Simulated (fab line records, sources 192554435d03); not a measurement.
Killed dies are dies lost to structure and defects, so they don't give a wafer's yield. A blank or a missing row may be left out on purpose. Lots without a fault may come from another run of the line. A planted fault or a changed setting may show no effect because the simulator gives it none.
Split-lot experiment | flow n5_finfet | 7 lots, 39 wafers read, on a route of 1938 steps

THE SPLIT
At N5_BEOL_M9_VIA_ETCH_34 (etches SiCOH lowk in C4F6/O2, target depth 182.4 nm, time 68.4 s), the setting target_depth_a was moved away from the recipe's 1824 angstrom on 15 of the 39 wafers read, by -35.1% to +37.2%. The other wafers ran this setting at the recipe's value.

The reading is taken at the split's own step.

THE READING
SOC_of_BEOL_M9_COAT_63.thk_nm (the simulator's own value, which no gauge read), in nm, at N5_BEOL_M9_VIA_ETCH_34 (etches SiCOH lowk in C4F6/O2, target depth 182.4 nm, time 68.4 s). The file gives no usual value for it. The 24 wafers here that ran the recipe average 51.1 nm, standard deviation 0.19 nm.

wafer  | tool, chamber at the split | target_depth_a as run, angstrom | against the recipe | SOC_of_BEOL_M9_COAT_63.thk_nm, nm | against lot-mates on the recipe
L077.1 | rie_diel-04, 2             | 1824                            | recipe             | 51                                | -
L077.2 | rie_diel-04, 3             | 1824                            | recipe             | 51.2                              | -
L077.3 | rie_diel-04, 0             | 1824                            | recipe             | 51.2                              | -
L077.4 | rie_diel-04, 1             | 1824                            | recipe             | 51.2                              | -
L077.5 | rie_diel-04, 2             | 1824                            | recipe             | 51                                | -
L077.6 | rie_diel-04, 3             | 1824                            | recipe             | 51.2                              | -
L079.1 | rie_diel-04, 2             | 1467                            | -19.6%             | 52.8                              | +1.7
L079.2 | rie_diel-04, 3             | 1467                            | -19.6%             | 53                                | +1.9
L079.3 | rie_diel-04, 1             | 1824                            | recipe             | 51.2                              | -
L079.4 | rie_diel-04, 0             | 1824                            | recipe             | 51                                | -
L079.5 | rie_diel-04, 1             | 1824                            | recipe             | 51.2                              | -
L079.6 | rie_diel-04, 2             | 1467                            | -19.6%             | 53                                | +1.9
L081.3 | rie_diel-04, 3             | 1824                            | recipe             | 51.2                              | -
L081.4 | rie_diel-04, 0             | 1824                            | recipe             | 51.2                              | -
L081.5 | rie_diel-04, 1             | 1824                            | recipe             | 51                                | -
L086.1 | rie_diel-04, 1             | 1824                            | recipe             | 51                                | -
L086.2 | rie_diel-04, 2             | 2502                            | +37.2%             | 48                                | -3.1
L086.3 | rie_diel-04, 0             | 1824                            | recipe             | 51.2                              | -
L086.4 | rie_diel-04, 3             | 1824                            | recipe             | 51.2                              | -
L086.5 | rie_diel-04, 3             | 2502                            | +37.2%             | 47.8                              | -3.3
L086.6 | rie_diel-04, 2             | 2502                            | +37.2%             | 47.8                              | -3.3
L087.1 | rie_diel-03, 1             | 1824                            | recipe             | 51                                | -
L087.2 | rie_diel-03, 3             | 1824                            | recipe             | 51                                | -
L087.3 | rie_diel-03, 2             | 1183                            | -35.1%             | 54.4                              | +3.3
L087.4 | rie_diel-03, 0             | 1183                            | -35.1%             | 54.4                              | +3.3
L087.5 | rie_diel-03, 3             | 1824                            | recipe             | 51.2                              | -
L087.6 | rie_diel-03, 0             | 1183                            | -35.1%             | 54.2                              | +3.1
L088.1 | rie_diel-04, 2             | 1200                            | -34.2%             | 54.2                              | +2.8
L088.2 | rie_diel-04, 0             | 1824                            | recipe             | 51.4                              | -
L088.3 | rie_diel-04, 1             | 1824                            | recipe             | 51.4                              | -
L088.4 | rie_diel-04, 0             | 1200                            | -34.2%             | 54.2                              | +2.8
L088.5 | rie_diel-04, 1             | 1824                            | recipe             | 51.4                              | -
L088.6 | rie_diel-04, 2             | 1200                            | -34.2%             | 54.4                              | +3.0
L095.1 | rie_diel-02, 3             | 1253                            | -31.3%             | 53.6                              | +2.9
L095.2 | rie_diel-02, 2             | 1824                            | recipe             | 50.6                              | -
L095.3 | rie_diel-02, 1             | 1824                            | recipe             | 50.8                              | -
L095.4 | rie_diel-02, 0             | 1824                            | recipe             | 50.8                              | -
L095.5 | rie_diel-02, 3             | 1253                            | -31.3%             | 53.8                              | +3.1
L095.6 | rie_diel-02, 0             | 1253                            | -31.3%             | 53.8                              | +3.1

THE FIT
A straight line over all 39 wafers: SOC_of_BEOL_M9_COAT_63.thk_nm changes by -0.089 nm for each +1% of target_depth_a; r = -0.99; the points scatter about the line by 0.18 nm.
The same after taking each lot's own level away (the mean of its wafers on the recipe; 39 wafers): -0.0897 nm for each +1%; r = -1.00; scatter 0.13 nm.
On that fit, the largest move of target_depth_a shifts the reading by 3.3 nm.
The lots' own levels span 50.73 to 51.40 nm, that is 3.5 times the standard deviation above.
So the lot-to-lot level changes the slope little: the two slopes agree.
Check: with one of the wafers moved furthest among these (+37.2%) left out of the fit, the line predicts -3.35 nm for it against its lot-mates. It came out at -3.13 nm against them.

OTHER SPLITS ON THESE WAFERS
These wafers also went through other splits before the reading. Each is held against what the fit with the lots' levels taken away leaves over:
other split on the same wafers                 | wafers away from the commonest value | r with SOC_of_BEOL_M9_COAT_63.thk_nm (lot level and that fit taken away)
N5_PMOS_HMC_CHANNEL_EPI_ETCH_38 target_depth_a | 12                                   | -0.14
N5_SD_EPI_N_ETCH_35 time_s                     | 18                                   | +0.01
N5_BEOL_M2_ETCH_70 time_s                      | 12                                   | -0.08
N5_BEOL_M6_ETCH_62 target_depth_a              | 6                                    | -0.05

THE WHOLE CHAIN: every reading that the file lists as answering this split, in the file's order
step                   | what it does                                                     | reading                                                                        | change (the file's fit)              | r (the file's)
N5_BEOL_M9_VIA_ETCH_34 | etches SiCOH lowk in C4F6/O2, target depth 182.4 nm, time 68.4 s | etch.depth_nm (the simulator's own value, which no gauge read)                 | +1.81 nm for each +1% of the setting | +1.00
N5_BEOL_M9_VIA_ETCH_34 | etches SiCOH lowk in C4F6/O2, target depth 182.4 nm, time 68.4 s | SOC_of_BEOL_M9_COAT_63.thk_nm (the simulator's own value, which no gauge read) | -0.09 nm for each +1% of the setting | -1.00

THE FILE'S OWN FIT
SOC_of_BEOL_M9_COAT_63.thk_nm changes by -0.09 nm for each +1% of target_depth_a, r = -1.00.
